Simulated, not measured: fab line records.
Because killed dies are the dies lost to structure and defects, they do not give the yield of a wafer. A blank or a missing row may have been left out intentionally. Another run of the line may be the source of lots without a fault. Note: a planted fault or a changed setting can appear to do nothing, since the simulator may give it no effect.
Which tool is to blame? / flow nand-harc / 24 lots (72 wafers sampled), 1 step of a 1302-step route

WHAT THE GAUGES READ, wafer by wafer
NHARC_A_ONON_D2_INSPECT_32.
lot=L074; measured=day 13 07:40; on=defect-inspect-02; raw-defect-count=212 203 302
lot=L075; measured=day 13 22:05; on=defect-inspect-02; raw-defect-count=452 491 315
lot=L077; measured=day 14 06:58; on=defect-inspect-01; raw-defect-count=329 379 419
lot=L076; measured=day 14 07:14; on=defect-inspect-01; raw-defect-count=370 258 519
lot=L079; measured=day 14 22:57; on=defect-inspect-02; raw-defect-count=336 290 211
lot=L078; measured=day 14 22:59; on=defect-inspect-01; raw-defect-count=298 325 322
lot=L080; measured=day 15 10:53; on=defect-inspect-02; raw-defect-count=313 288 357
lot=L081; measured=day 16 05:21; on=defect-inspect-02; raw-defect-count=295 471 533
lot=L082; measured=day 16 12:54; on=defect-inspect-01; raw-defect-count=221 235 257
lot=L083; measured=day 16 20:58; on=defect-inspect-02; raw-defect-count=254 461 151
lot=L084; measured=day 17 03:53; on=defect-inspect-02; raw-defect-count=311 492 382
lot=L085; measured=day 17 19:16; on=defect-inspect-02; raw-defect-count=309 247 388
lot=L086; measured=day 18 01:28; on=defect-inspect-01; raw-defect-count=986 961 1085
lot=L087; measured=day 18 01:29; on=defect-inspect-02; raw-defect-count=301 210 277
lot=L089; measured=day 19 05:51; on=defect-inspect-01; raw-defect-count=345 249 479
lot=L088; measured=day 19 05:52; on=defect-inspect-02; raw-defect-count=586 330 428
lot=L091; measured=day 19 19:13; on=defect-inspect-01; raw-defect-count=349 269 304
lot=L090; measured=day 19 19:27; on=defect-inspect-01; raw-defect-count=935 476 891
lot=L092; measured=day 20 13:55; on=defect-inspect-01; raw-defect-count=667 733 445
lot=L093; measured=day 21 03:40; on=defect-inspect-02; raw-defect-count=291 217 398
lot=L094; measured=day 21 17:02; on=defect-inspect-02; raw-defect-count=328 340 423
lot=L095; measured=day 21 17:03; on=defect-inspect-01; raw-defect-count=378 355 203
lot=L096; measured=day 22 16:49; on=defect-inspect-01; raw-defect-count=450 510 558
lot=L097; measured=day 22 16:52; on=defect-inspect-02; raw-defect-count=217 333 425

TOOL THAT RAN EACH LOT (tool first, then ch and the chambers of the sampled wafers, then the start)
Record: no process step prior to these readings.

AS READ BY THE TOOLS THEMSELVES (means over the sampled wafers that have a number; for cases with no such wafer, the mark the record gives instead)
The record holds no such reading with a usual standard deviation.

THE ANSWER, worked out from the rows above alone
Rule: the usual values come from the lots themselves. The widest of any qualifying gaps counts: lots, ordered by their means at a reading, are off when they make up no more than a third of the lots, leave a main group of 4 or more, and stand apart from it by 3 or more times the standard deviation of that group's means. Not used: any main group whose means are identical at the precision the tables above print for the reading. Also off: a lot with no number at a reading for which 4 or more lots have one. All remaining lots with rows at the step are treated as sound. The gauges are gone through in route order, then the tools' own readings, and for those a lot's mean is taken as printed above. At the first step where some lot is off, the reading lying furthest off is the one used; lots without a number count as furthest.
No lot is off on any of the readings shown, so nothing can be concluded from this.

WHAT WAS PUT IN BY THE SIMULATOR
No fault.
